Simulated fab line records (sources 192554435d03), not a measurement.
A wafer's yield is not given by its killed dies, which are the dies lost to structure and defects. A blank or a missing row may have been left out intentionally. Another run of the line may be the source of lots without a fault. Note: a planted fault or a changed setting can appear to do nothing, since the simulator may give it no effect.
2 desks looking at one fault ; flow n5Finfet ; numbers are kept per desk, each desk with only its own; the story behind them comes last

## TOOL OWNER'S DESK, lithoTrack-05
The tool's own readings at N5_BEOL_M0_SAQP_COAT_72 (time 60 s, resist thk 15 nm): means of the sampled wafers that have a number, for each lot that ran on this tool. The brackets show how far a lot's mean lies from the usual mean; more than 4 standard deviations puts the lot out of limits, marked OUT.
Columns: A = spinSpeedRpm at N5_BEOL_M0_SAQP_COAT_72, usual 1500.1 rpm
lot;first seen here;A
L757;day 6 19:52;1549.3 (+50) OUT
L758;day 7 00:41;1549.6 (+51) OUT
L772;day 10 14:52;1499.9
This desk finds L757, L758 out of limits, L757 being first, at day 6 19:52 (spinSpeedRpm at N5_BEOL_M0_SAQP_COAT_72). Within limits: L772.

## THE METROLOGY DESK
What the gauges read for every lot (on any tool): the sampled wafers with a number, averaged. The brackets show how far a lot's mean lies from the usual mean; more than 4 standard deviations puts the lot out of limits, marked OUT. Of its 10 readings 7 are shown: those that lie furthest out on some lot.
Columns: A = DIBL_N at N5_BEOL_M4_RC_MEAS_101, usual 36.6 mV/V; B = DIBL_P at N5_BEOL_M4_RC_MEAS_101, usual 36.3 mV/V; C = IOFF_N at N5_BEOL_M4_RC_MEAS_101, usual 0.16 nA/um; D = IOFF_P at N5_BEOL_M4_RC_MEAS_101, usual 0.21 nA/um; E = ION_P at N5_BEOL_M4_RC_MEAS_101, usual 460 uA/um; F = VT_N at N5_BEOL_M4_RC_MEAS_101, usual 250 mV; G = VT_P at N5_BEOL_M4_RC_MEAS_101, usual -250 mV
lot;first seen here;A;B;C;D;E;F;G
L757;day 9 00:23;38.6;38.2;0.21;0.28;465;245;-246
L758;day 9 04:02;37.1;36.3;0.17;0.22;463;251;-251
L768;day 12 03:27;37.8;37.5;0.18;0.21;452;251;-252
L772;day 12 18:53;36.4;36.2;0.17;0.21;462;251;-253
This desk's verdict: no lot among the 4 shows anything out of limits.

## ALL TOGETHER
The tool owner's desk could have raised an alarm at day 6 19:52, on L757, L758.
The metrology desk saw nothing out of limits.
The metrology desk holds a record of L757, L758, inside its limits.
N5_BEOL_M0_SAQP_COAT_72 was run on lithoTrack-05 by each of the lots named.

## WHAT THE SIMULATOR HAD INSERTED
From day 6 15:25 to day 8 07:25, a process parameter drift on lithoTrack-05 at N5_BEOL_M0_SAQP_COAT_72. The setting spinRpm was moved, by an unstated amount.
Shown lots that were struck: L757, L758.
Each desk's first reading out of limits, in hours after the fault started: the tool owner's desk, 4.
